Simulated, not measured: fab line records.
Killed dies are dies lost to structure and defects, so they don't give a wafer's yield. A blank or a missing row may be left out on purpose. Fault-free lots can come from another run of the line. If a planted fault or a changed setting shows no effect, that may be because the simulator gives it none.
fab line records	flow n5_finfet
[record] lots = 6	wafers = 18	last_day = 18
route steps=1938 shown SDB@367 DUMMY_REMOVAL@377 BEOL_M4@1111 PASSIVATION@1936
lots that met no fault: taken from a fault-free run of the same line
start_h: start of the lot's first displayed wafer, in hours after the record's first day	wait_h: hours elapsed since this lot's preceding step	" identical to the entry in the row above	L1.1+2: a row that stands for several wafers	- no value, or no start was given	* or withheld: withheld	< > ~ a bound
route shown NAME@n: a module of which the file shows steps, and the number in the route of the first	usual: average and standard deviation across the fault-free wafers	same: alike in all rows	chamber/n: place in a boat	sites: readings site by site	_std_site: the standard deviation of these	_edge_site: outer sites' mean less inner sites'	radius_mm: how far each site lies from the wafer's centre	mask NAME#n: copy n	behind: the last tool/chamber to shape the wafer	hold: the reason the lot was held/the length of the hold in hours/how it ended	device: the n, p or np transistor that did not switch	end of line: tests of these same wafers at the route's end	where a step has no rows: the recipe by itself	killed: dies that structure and defects cost at the first sort, which is not the same as the wafer's yield	map: a wafer's dies, x killed, . not, _ none there
set.NAME: the setting as run; set.NAME@STEP: as run at that earlier step	model.NAME: the simulator's own value behind a step, which no gauge read
lots seen at some steps along the route; tables by step, rows by wafer
services: the hour from which a tool's chamber was out of use, counted from the record's first day as start_h (under 0 if before that day), plus the number of hours and why
[[steps]]
[step N5_SDB_DUMMY_REMOVE_24]
[recipe] chemistry = TMAH	temp_c = 70	target = poly-Si	stop_on = SiO2	target_depth_nm = 142	conc_wt_pct = 5	time_s = 57	dry = ipa_marangoni	rinse_time_s = 30	rinse_temp_c = 23
[step N5_SDB_ETCH_25]
[recipe] chemistry = C4F6/O2	target = SiO2	target_depth_a = 100	time_s = 3.3	ion_energy_ev = 250	mask_material = SiNx	pressure_mtorr = 30	source_w = 345	bias_w = 185	Ar_flow_sccm = 300	C4F6_flow_sccm = 10	O2_flow_sccm = 10
[step N5_SDB_CUT_ETCH_26]
[recipe] chemistry = HBr/Cl2/O2	target = Si	target_depth_a = 1296	bt_time_s = 20	mask_material = SiNx	time_s = 51.8	ion_energy_ev = *	bias_w = *	pressure_mtorr = 10	icp_w = 800	HBr_flow_sccm = 150	Cl2_flow_sccm = 80	O2_flow_sccm = 12
[usual] HBr_flow_sccm = 150.0/0.46	chamber_pressure_mTorr = 10.000/0.0082	drypump_motor_current_A = 5.8/0.43	oes_product_au = 1.006/0.014	throttle_valve_pct = 37.0/0.32
lot.wafer	tool	chamber	start_h	wait_h	HBr_flow_sccm	chamber_pressure_mTorr	drypump_motor_current_A	oes_product_au	rf_hours_counter_h	throttle_valve_pct
L238.2	rie_si-02	1	89.62	0.1	149.8	9.995	6.0	0.977	22	37.2
L238.4	"	2	"	"	150.9	10.005	5.9	1.000	55	37.4
L238.6	"	3	"	"	150.0	9.994	5.4	1.016	-	36.6
L242.1	rie_si-05	3	120.31	0.1	150.2	10.004	5.0	0.996	75	37.0
L242.3	"	2	"	"	151.0	10.007	6.1	0.998	82	37.3
L242.6	"	3	"	"	150.4	10.001	5.0	0.999	-	37.0
L246.1	rie_si-05	0	140.37	0.1	150.5	10.006	5.5	1.011	170	37.0
L246.2	"	2	"	"	150.0	10.017	6.1	0.998	83	37.3
L246.4	"	3	"	"	150.1	10.002	5.0	1.000	75	37.0
L247.3	rie_si-02	2	146.99	0.1	150.1	9.989	5.9	0.997	56	37.4
L247.4	"	1	"	"	149.8	9.991	5.9	0.983	23	37.2
L247.6	"	0	"	"	149.2	10.014	5.9	1.028	-	36.7
L251.2	rie_si-03	3	165.37	0.1	149.6	10.013	6.5	0.991	113	36.5
L251.3	"	1	"	"	149.9	10.001	5.8	0.994	56	37.4
L251.4	"	1	"	"	149.8	10.008	5.8	0.993	-	37.4
L257.4	rie_si-03	2	203.55	0.0	150.4	10.000	6.4	1.015	22	37.1
L257.5	"	3	"	"	149.9	9.999	6.6	0.992	-	36.5
L257.6	"	0	"	"	149.7	10.003	5.7	1.018	-	37.1
[step N5_SDB_PRECLEAN_38]
[recipe] chemistry = dHF	time_s = 10	dilution = 750:1	temp_c = 25
[step N5_SDB_PRECLEAN_39]
[recipe] chemistry = O3/DIW	time_s = 45	temp_c = 22	o3_ppm = 10
[step N5_SDB_SRD_28]
[recipe] dry = ipa_marangoni	time_s = 30	temp_c = 23	rinse_liquid = diw
[step N5_SDB_ALD_29]
[recipe] material = SiNx	target_thk_a = 300	temp_c = 400	ald_precursor_family = SiH2I2	ald_co_reactant = N2/H2-plasma	pulse_time_s = 1	ald_cycles = 600	purge_time_s = 2	co_reactant_purge_time_s = 2	pressure_torr = 2
[usual] heater_power_w = 809/66	precursor_pulse_height_rel = 0.998/0.02	susceptor_temp_C = 400.00/0.22
[same] ald_cycles = 600	pulse_time_s = 1
lot.wafer	tool	chamber	start_h	wait_h	heater_power_w	precursor_pulse_height_rel	susceptor_temp_C
L238.2	ald_sin-03	3	90.19	0.4	801	0.984	400.15
L238.4	"	2	"	"	884	0.951	400.30
L238.6	"	2	91.54	1.8	876	0.969	400.34
L242.1	ald_sin-02	3	120.74	0.3	753	1.011	400.06
L242.3	"	0	"	"	792	0.986	399.90
L242.6	"	1	122.09	1.6	918	1.022	400.10
L246.1	ald_sin-01	2	140.58	0.0	813	1.019	399.80
L246.2	"	3	"	"	869	0.977	400.07
L246.4	"	2	141.94	1.4	830	1.009	400.00
L247.3	ald_sin-01	0	147.18	0.0	807	1.000	399.86
L247.4	"	2	148.53	1.4	850	1.011	400.43
L247.6	"	0	"	"	803	1.026	400.16
L251.2	ald_sin-03	3	165.56	0.0	823	1.019	400.12
L251.3	"	0	"	"	728	0.993	400.25
L251.4	"	0	166.91	1.4	723	0.979	399.92
L257.4	ald_sin-02	1	206.44	2.7	873	0.980	400.23
L257.5	"	1	207.79	4.1	835	0.978	400.15
L257.6	"	1	209.14	5.4	844	1.021	399.95
[step N5_SDB_CMP_30]
[recipe] stop_on = poly-Si	t_overpolish_s = 1.54	post_cmp_clean = alkaline_brush	down_force_psi = 4.1491	platen_rpm = 51.796	pad_velocity_m_s = 1.0306	target_thk_nm = 30
[usual] edge_zone_pressure_frac = 1.000/0.0053	motor_current_A = 12.3/1.2	overpolish_run_s = 1.540/0.0087	time_to_endpoint_s = 17.9/2.9
lot.wafer	tool	chamber	start_h	wait_h	edge_zone_pressure_frac	motor_current_A	overpolish_run_s	time_to_endpoint_s
L238.2	cmp-01	1	93.00	1.5	1.003	14.2	1.545	13.8
L238.4	"	2	"	"	0.999	13.1	1.528	13.6
L238.6	"	3	"	"	1.001	11.1	1.545	13.9
L242.3	cmp-02	3	123.55	1.5	1.002	10.7	1.540	17.7
L242.1	"	0	"	"	0.988	11.2	1.531	21.9
L242.6	"	2	"	"	0.994	13.7	1.551	18.8
L246.1	cmp-02	1	143.36	1.4	0.992	11.0	1.533	18.4
L246.2	"	2	"	"	1.002	13.2	1.548	15.7
L246.4	"	3	"	"	0.996	11.1	1.538	18.9
L247.3	cmp-02	0	149.99	1.5	0.994	11.0	1.539	19.8
L247.4	"	1	"	"	0.997	11.3	1.530	19.1
L247.6	"	3	"	"	1.001	11.3	1.558	19.0
L251.4	cmp-04	1	168.29	0.0	1.001	13.9	1.537	18.1
L251.3	"	2	"	"	1.008	13.3	1.542	21.4
L251.2	"	0	"	"	1.002	12.6	1.547	14.6
L257.4	cmp-02	0	210.64	2.8	0.993	12.6	1.533	16.2
L257.6	"	1	"	"	1.000	11.4	1.546	20.3
L257.5	"	2	"	"	1.003	14.7	1.528	15.1
[step N5_SDB_THK_MEAS_31]
[recipe] reads = a-Si_of_DUMMY_GATE_CVD_03
[usual] SDB_THK = 63.9/1.4
lot.wafer	tool	chamber	start_h	wait_h	SDB_THK[nm]
L238.2	film_metro-02	-	93.22	-	63.3
L238.4	"	-	"	"	62.4
L238.6	"	-	"	"	64.7
L242.1	film_metro-02	-	123.77	-	63.3
L242.3	"	-	"	"	63.0
L242.6	"	-	"	"	61.8
L246.1	film_metro-02	-	143.61	-	61.2
L246.2	"	-	"	"	61.9
L246.4	"	-	"	"	64.1
L247.3	film_metro-02	-	150.21	-	65.3
L247.4	"	-	"	"	64.8
L247.6	"	-	"	"	63.2
L251.2	film_metro-01	-	168.58	-	63.3
L251.3	"	-	"	"	64.2
L251.4	"	-	"	"	62.6
L257.4	film_metro-01	-	210.82	-	61.8
L257.5	"	-	"	"	64.4
L257.6	"	-	"	"	60.3
[step N5_SDB_INSPECT_36]
[recipe] inspect_instrument = darkfield	mode = post_cmp
[usual] raw_defect_count = 39/15
lot.wafer	tool	chamber	start_h	wait_h	raw_defect_count
L238.2	defect_inspect-01	-	93.25	0.0	31
L238.4	"	-	"	"	20
L238.6	"	-	"	"	39
L242.1	defect_inspect-01	-	123.79	0.0	42
L242.3	"	-	"	"	28
L242.6	"	-	"	"	45
L246.1	defect_inspect-02	-	143.64	0.0	45
L246.2	"	-	"	"	50
L246.4	"	-	"	"	36
L247.3	defect_inspect-02	-	150.23	0.0	28
L247.4	"	-	"	"	25
L247.6	"	-	"	"	21
L251.2	defect_inspect-01	-	168.61	0.0	70
L251.3	"	-	"	"	73
L251.4	"	-	"	"	53
L257.4	defect_inspect-01	-	210.85	0.0	34
L257.5	"	-	"	"	38
L257.6	"	-	"	"	38
[step N5_DUMMY_REMOVAL_HM_STRIP_01]
[recipe] chemistry = CH3F/O2	material = SiNx	target_depth_a = 40	stop_on = poly-Si	time_s = 6.8	over_etch_frac = 0.3	ion_energy_ev = 60	power_w = 410	bias_w = 29	Ar_flow_sccm = 150	CH3F_flow_sccm = 30	O2_flow_sccm = 20
[usual] chamber_pressure_mTorr = 30.001/0.029	drypump_motor_current_A = 5.6/0.48	mfc_ar_sccm = 150.0/0.5	oes_product_au = 0.62/0.056	rf_vpp_V = 127.2/0.98	showerhead_plenum_p_Torr = 1.98/0.058	throttle_valve_pct = 16.5/0.3
[same] over_etch_frac = 0.3
lot.wafer	tool	chamber	start_h	wait_h	chamber_pressure_mTorr	drypump_motor_current_A	mfc_ar_sccm	oes_product_au	rf_hours_counter_h	rf_vpp_V	showerhead_plenum_p_Torr	throttle_valve_pct
L238.2	rie_diel-06	0	93.31	0.1	30.035	5.3	150.0	0.73	27	127.7	1.96	16.4
L238.4	"	3	"	"	29.983	5.3	149.6	0.62	134	126.6	1.93	16.6
L238.6	"	1	"	"	30.025	5.2	149.5	0.56	-	126.0	1.90	16.6
L242.1	rie_diel-06	0	123.83	0.0	29.986	5.3	149.6	0.71	38	127.7	1.95	16.4
L242.3	"	1	"	"	30.012	5.1	150.4	0.56	244	126.3	1.89	16.6
L242.6	"	1	"	"	29.975	5.1	150.1	0.56	-	126.8	1.89	16.6
L246.1	rie_diel-06	3	143.67	0.0	29.988	5.3	150.4	0.61	151	126.6	1.93	16.7
L246.2	"	2	"	"	29.988	4.8	150.4	0.54	242	127.0	2.07	16.6
L246.4	"	0	"	"	29.994	5.3	149.4	0.69	-	126.8	1.95	16.4
L247.3	rie_diel-04	0	150.26	0.0	29.995	5.5	150.1	0.57	240	127.3	1.97	16.8
L247.4	"	3	"	"	30.004	5.3	149.1	0.58	200	126.6	2.09	16.3
L247.6	"	1	"	"	29.995	6.5	149.9	0.65	-	127.9	2.00	15.9
L251.2	rie_diel-02	1	168.64	0.0	29.990	5.9	150.7	0.68	66	126.1	1.94	16.0
L251.3	"	3	"	"	29.988	5.0	150.4	0.62	130	127.6	1.94	16.8
L251.4	"	0	"	"	29.953	5.9	149.8	0.61	171	127.3	1.99	16.7
L257.4	rie_diel-02	1	210.89	0.0	30.007	5.9	149.8	0.67	77	125.9	1.94	16.0
L257.5	"	2	"	"	30.045	5.7	150.1	0.55	-	126.4	1.96	16.1
L257.6	"	3	"	"	29.990	5.1	150.8	0.62	-	125.5	1.94	16.9
[step N5_DUMMY_REMOVAL_STRIP_10]
[recipe] chemistry = N2/H2	time_s = 40	power_w = 100	temp_c = 40	pressure_mtorr = 100	rf_frequency_hz = 6e+07	bias_power_w = 3	n2_flow_sccm = 300	h2_flow_sccm = 300
[usual] chamber_pressure_mTorr = 100.00/0.099	drypump_motor_current_A = 5.6/0.48	oes_product_au = 0.76/0.077	rf_vpp_V = 45.3/0.82	showerhead_plenum_p_Torr = 3.35/0.098	throttle_valve_pct = 12.35/0.28
lot.wafer	tool	chamber	start_h	wait_h	chamber_pressure_mTorr	drypump_motor_current_A	oes_product_au	rf_hours_counter_h	rf_vpp_V	showerhead_plenum_p_Torr	throttle_valve_pct
L238.2	rie_diel-06	0	93.35	0.0	100.07	5.4	0.91	27	45.4	3.31	12.20
L238.4	"	3	"	"	100.12	5.3	0.76	134	44.7	3.26	12.56
L238.6	"	1	"	"	100.01	5.1	0.69	-	44.5	3.22	12.52
L242.1	rie_diel-06	0	123.86	0.0	99.90	5.4	0.89	38	45.5	3.31	12.23
L242.3	"	1	"	"	99.93	5.1	0.68	244	43.8	3.21	12.56
L242.6	"	1	"	"	99.86	5.1	0.69	-	45.8	3.21	12.54
L246.1	rie_diel-06	3	143.71	0.0	99.84	5.3	0.75	151	43.3	3.25	12.58
L246.2	"	2	"	"	100.02	4.8	0.67	242	46.5	3.47	12.42
L246.4	"	0	"	"	100.08	5.3	0.87	-	44.5	3.30	12.25
L247.3	rie_diel-04	0	150.30	0.0	100.10	5.6	0.70	240	44.7	3.33	12.78
L247.4	"	3	"	"	99.93	5.3	0.72	200	45.8	3.52	12.33
L247.6	"	1	"	"	100.17	6.5	0.79	-	45.0	3.40	11.92
L251.2	rie_diel-02	1	168.68	0.0	99.95	5.9	0.84	66	45.6	3.27	11.79
L251.3	"	3	"	"	100.02	5.1	0.78	130	46.7	3.24	12.47
L251.4	"	0	"	"	99.98	6.0	0.76	171	44.5	3.33	12.49
L257.4	rie_diel-02	1	210.92	0.0	100.13	5.9	0.84	77	45.7	3.27	11.83
L257.5	"	2	"	"	100.00	5.8	0.66	-	45.7	3.35	12.26
L257.6	"	3	"	"	99.87	5.0	0.76	-	45.6	3.23	12.50
[step N5_DUMMY_REMOVAL_PRECLEAN_07]
[recipe] chemistry = dHF	time_s = 30	temp_c = 25	dilution = withheld
lot.wafer	tool	chamber	start_h	wait_h
L238.2+4+6	wet_bench-06	1,6,2	93.44	0.1
L242.1+3+6	wet_bench-06	4,2,3	123.95	0.1
L246.1+2+4	wet_bench-06	3,2,4	143.80	0.1
L247.3+4+6	wet_bench-04	2,4,0	150.40	0.1
L251.2+3+4	wet_bench-04	5,0,1	168.77	0.1
L257.4+5+6	wet_bench-04	6,1,3	211.02	0.1
[step N5_DUMMY_REMOVAL_DUMMY_REMOVE_02]
[recipe] chemistry = TMAH	temp_c = 70	target = poly-Si	stop_on = SiO2	target_depth_nm = 142	conc_wt_pct = 5	time_s = 57	dry = ipa_marangoni	rinse_time_s = 30	rinse_temp_c = 23
[step N5_DUMMY_REMOVAL_INSPECT_06]
[recipe] inspect_instrument = brightfield	mode = aei
[usual] raw_defect_count = 12/5.3
lot.wafer	tool	chamber	start_h	wait_h	raw_defect_count
L238.2	defect_inspect-02	-	93.51	0.0	19
L238.4	"	-	"	"	4
L238.6	"	-	"	"	4
L242.1	defect_inspect-02	-	124.02	0.0	10
L242.3	"	-	"	"	1181
L242.6	"	-	"	"	9
L246.1	defect_inspect-02	-	143.91	0.0	10
L246.2	"	-	"	"	1202
L246.4	"	-	"	"	18
L247.3	defect_inspect-02	-	150.47	0.0	15
L247.4	"	-	"	"	9
L247.6	"	-	"	"	12
L251.2	defect_inspect-02	-	168.84	0.0	16
L251.3	"	-	"	"	11
L251.4	"	-	"	"	10
L257.4	defect_inspect-02	-	211.09	0.0	13
L257.5	"	-	"	"	11
L257.6	"	-	"	"	5
[step N5_DUMMY_REMOVAL_PRECLEAN_08]
[recipe] chemistry = NF3:NH3	afs_cycles = 2	temp_c = 30	time_s = 20	sublimation_temp_c = 180	sublimation_time_s = 60	pressure_torr = 3	rf_power_w = 30
[step N5_BEOL_M4_RC_MEAS_101]
[usual] DIBL_N = 35.4/2.1	DIBL_P = 34.8/2.6	IOFF_N = 0.15/0.037	IOFF_P = 0.19/0.037	ION_N = 677/16	ION_P = 462/9.3	SS_N = 71.4/0.75	SS_P = 72.9/0.77	VT_N = 250/3.7	VT_P = -251/3.5
lot.wafer	tool	chamber	start_h	wait_h	DIBL_N[mV/V]	DIBL_P[mV/V]	IOFF_N[nA/um]	IOFF_P[nA/um]	ION_N[uA/um]	ION_P[uA/um]	SS_N[mV/dec]	SS_P[mV/dec]	VT_N[mV]	VT_P[mV]
L238.2	prober-02	0	198.60	0.3	38.4	39.8	0.20	0.25	699	473	72.0	73.6	247	-249
L238.4	"	0	"	"	33.5	34.8	0.13	0.17	679	465	70.9	72.8	254	-252
L238.6	"	0	"	"	31.5	30.8	0.09	0.12	658	453	69.6	71.7	254	-258
L242.1	prober-01	0	226.83	0.5	35.7	34.1	0.15	0.19	686	465	70.6	72.4	248	-251
L242.3	"	0	"	"	40.9	40.4	0.25	0.29	703	473	71.5	75.2	244	-246
L242.6	"	0	"	"	33.8	31.5	0.12	0.15	681	463	70.1	72.3	252	-254
L246.1	prober-02	0	251.21	0.0	35.4	34.5	0.16	0.18	686	469	71.9	72.8	250	-249
L246.2	"	0	"	"	36.9	36.9	0.18	0.22	691	473	71.5	73.6	247	-248
L246.4	"	0	"	"	37.4	35.8	0.16	0.19	667	453	72.0	72.2	250	-251
L247.3	prober-02	0	258.64	0.3	32.9	32.4	0.14	0.18	687	467	70.5	72.3	247	-249
L247.4	"	0	"	"	33.6	32.4	0.14	0.18	691	469	71.7	72.3	247	-252
L247.6	"	0	"	"	37.6	36.2	0.22	0.23	688	464	72.7	73.0	245	-248
L251.2	prober-01	0	278.99	0.2	38.0	38.3	0.19	0.24	682	472	72.1	73.5	248	-247
L251.3	"	0	"	"	34.9	35.8	0.13	0.20	669	461	71.0	73.3	251	-250
L251.4	"	0	"	"	38.2	35.7	0.21	0.19	662	452	73.7	72.4	251	-252
L257.4	prober-01	0	327.77	0.5	34.0	33.9	0.13	0.20	675	474	70.4	71.8	249	-246
L257.5	"	0	"	"	33.2	32.4	0.12	0.19	665	467	70.2	71.5	251	-248
L257.6	"	0	"	"	35.3	34.1	0.14	0.19	678	465	72.1	72.5	252	-249
[step N5_PASSIVATION_PROBE_49]
[usual] defect_limited_yield = 90.5/1.7	killed_at_M0_to_M3 = 37/12	killed_at_M4_up = 14/5.2	killed_at_contacts = 12/5.9	killed_at_front_end = 45/14	killed_at_other = 3.5/2.8	killed_dies = 112/21	killed_on_rim = 15/4.5	killed_open = 73/15	killed_short = 36/8.9	sort_bin_5_function = 5.6/1.2	sort_bin_6_memory = 3.5/0.68	sort_n_pass = 1068/21	sort_yield_pct = 90.5/1.8
[same] gross_dies = 1180	killed_at_back_side = 0	sort_bin_4_leakage[%] = 0	sort_bin_8_speed[%] = 0
lot.wafer	tool	chamber	start_h	wait_h	defect_limited_yield[%]	killed_at_M0_to_M3	killed_at_M4_up	killed_at_contacts	killed_at_front_end	killed_at_other	killed_dies	killed_on_rim	killed_open	killed_short	sort_bin_5_function[%]	sort_bin_6_memory[%]	sort_n_pass	sort_yield_pct[%]
L242.3	prober-02	-	336.72	0.1	77.6	39	8	15	200	2	264	9	75	32	14.4	4.7	916	77.6
L246.1	prober-02	-	361.08	0.0	90.2	24	24	11	55	2	116	12	69	45	5.7	4.0	1064	90.2
L246.2	prober-02	-	361.13	0.1	78.0	27	19	10	202	2	260	19	71	34	14.1	4.5	920	78.0
// killed by level:class
L242.3 DUMMY_REMOVAL:unspecified=155 MOL_CONTACT_COAG:geometric_particle:open=14 STI_FIN_REVEAL:geometric_particle:open=12 BEOL_M0_SAQP:geometric_particle:short=11 FIN_SAQP:geometric_particle:open=10 FIN_SAQP:geometric_particle:short=8 BEOL_M0_SAQP:geometric_particle:open=8 BEOL_M2:geometric_particle:open=7
L246.1 FIN_SAQP:geometric_particle:open=11 GATE_CUT:geometric_particle:open=10 BEOL_M0_SAQP:geometric_particle:open=10 FIN_SAQP:geometric_particle:short=9 BEOL_M4:geometric_particle:open=9 BEOL_M0_SAQP:geometric_particle:short=7 GATE_CUT:geometric_particle:short=6 MOL_CONTACT_COAG:geometric_particle:open=6
L246.2 DUMMY_REMOVAL:unspecified=153 FIN_SAQP:geometric_particle:open=12 BEOL_M4:geometric_particle:open=10 MOL_CONTACT_COAG:geometric_particle:open=9 GATE_CUT:geometric_particle:short=6 BEOL_M1:geometric_particle:open=6 BEOL_M2:geometric_particle:open=6 FIN_SAQP:geometric_particle:short=4
// map L242.3 (x killed, . not)
_________________............________________
______________.....x............_____________
___________.....x.....x..x.x.......__________
__________......xxx.x...x..........._________
________......x.x.xxx......x.........._______
_______.......x.xxxx.xxx.x.......x.x...______
______......xxxxxxxxxx.xxxx.x...x....x.._____
_____.x....xxxxxxxxxxxxx.x.x......x....x.____
____....x..xxxxxxxxxxxxxx........x..x.....___
___...x....xxxxxxxxxxxxxxxx............x...__
___.x....xxxxxxxxxxxxxxxxx.x...............__
__.x.....x.xxxxxxxxxxxxxxx........x........x_
__........x.xxxxxxxxxxxxx.x....x............_
_...........xxxxxxxxxxxxx.x...............x..
_......x.....xxxxxxxxxxx..x....x.........x...
_..x......xxx.x.x.xxxxx.......x.....x..x.....
_.............xx.x.......x............x....x.
_.........x..x...x.......xx..x.x.............
_.......x.....x............................x.
_.......................x...........x...x....
_..x...x.x...........x........x..............
__........................................x._
__..x...........x...x.x.............x......._
___..x..............x..x...................__
___.......x.......x.x..........x..x...x....__
____.........x....x..x..x.................___
_____x..xx..........x....x.......x.......____
______.....xx............x.............._____
_______.................x.x...x...xx..x______
________.......x..................x..._______
__________............x............._________
___________.....x.....x......x.....__________
______________....x...x........._____________
_________________...x......xx________________
// map L246.2 (x killed, . not)
_________________.......x....________________
______________x................._____________
___________..xx....x.....x.........__________
__________.............x........x..._________
________......xxx.x.x...x...x....x...._______
_______.x..x.x.x.xxxxxxx.x..x..........______
______.......xxxx.xxxxxx.x....x........._____
_____.x.x....xxxxxxxxxxx.....x...x.......____
____x.x.x..x.xxxxxxxxxxxxx........x.......___
___.....x..xxxxxxxxxxxxxx..................__
___xx..x..x.xxxxxxxxxxxxxx.........x.......__
__.......xxxxxxxxxxxxxxxxx.................._
__.........x.xxxxxxxxxxxx.x....x.....x......_
_........xx..xxxxxxxxxxxx...x...x.........x..
_x.x.....x..x.xxxxxxxxxx.x..x..x....x........
_......x....x.xxxxxxxxxx.....................
_.........x....xx.x.x....x.......x...........
_......x..x....x..x.........x..x.......x.....
_.....x............xx.............x......x...
_x.x.....x..x.......x.....................x..
_.xx..x.............x......x...xxx...........
__..x.......x.....x.......x......x.........._
__.x......................x.x....x.........._
___....................................x...__
___......x......x...............x.........x__
____x.x.....xx..........x.....x.....x.....___
_____....................................____
______.....xx...xxx....................._____
_______.x....x..............x..........______
________x............................._______
__________...x...............x...x.._________
___________..................x.....__________
______________......x......xx..._____________
_________________........xx..________________
[[services]]
tool	chamber	start_h	hours	kind
cmp-02	-	68.55	1.1	repair
wet_bench-04	-	77.61	2.7	repair
ald_sin-02	-	81.80	28.1	pm
ald_sin-01	-	85.30	14.0	pm
rie_diel-02	3	87.44	2.6	repair
ald_sin-03	1	94.06	38.2	repair
ald_sin-01	1	103.98	88.0	repair
rie_diel-04	2	109.23	1.6	repair
rie_diel-06	2	112.41	19.7	repair
rie_diel-04	0	138.95	5.4	repair
rie_si-03	0	145.19	2.3	repair
ald_sin-03	2	160.21	7.0	repair
rie_si-05	2	163.94	6.1	repair
rie_si-02	1	168.57	6.2	repair
rie_si-03	2	169.40	26.8	repair
rie_diel-02	1	177.11	5.9	repair
ald_sin-02	-	177.62	14.0	pm
rie_si-03	0	181.78	2.5	repair
rie_diel-06	1	184.00	81.3	repair
rie_si-05	-	187.09	2.8	pm
rie_diel-02	3	191.84	6.5	repair
rie_diel-04	2	198.53	2.8	repair
ald_sin-02	0	203.30	2.6	repair
rie_si-03	-	205.20	0.6	repair
[[key]]
[first_sign] step = N5_DUMMY_REMOVAL_INSPECT_06	reading = raw_defect_count	direction = up	sigmas = 99+	usual = 12	struck = 1192
[effect] step = N5_PASSIVATION_PROBE_49	reading = killed_at_front_end	direction = up	sigmas = 11	usual = 45	struck = 201
[more_kills_born_at] N5_DUMMY_REMOVAL_PRECLEAN_07@wet_bench-06 = 308
met_at N5_DUMMY_REMOVAL_PRECLEAN_07
struck_wafers L242.3,L246.2
onset_between 93.44 123.95
[fault] kind = chamber_particle_source	tool = wet_bench-06	chamber = 2	onset_h = 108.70	steps = N5_DUMMY_REMOVAL_PRECLEAN_07	rate_per_visit_cm2 = 1.8377	end_h = 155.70
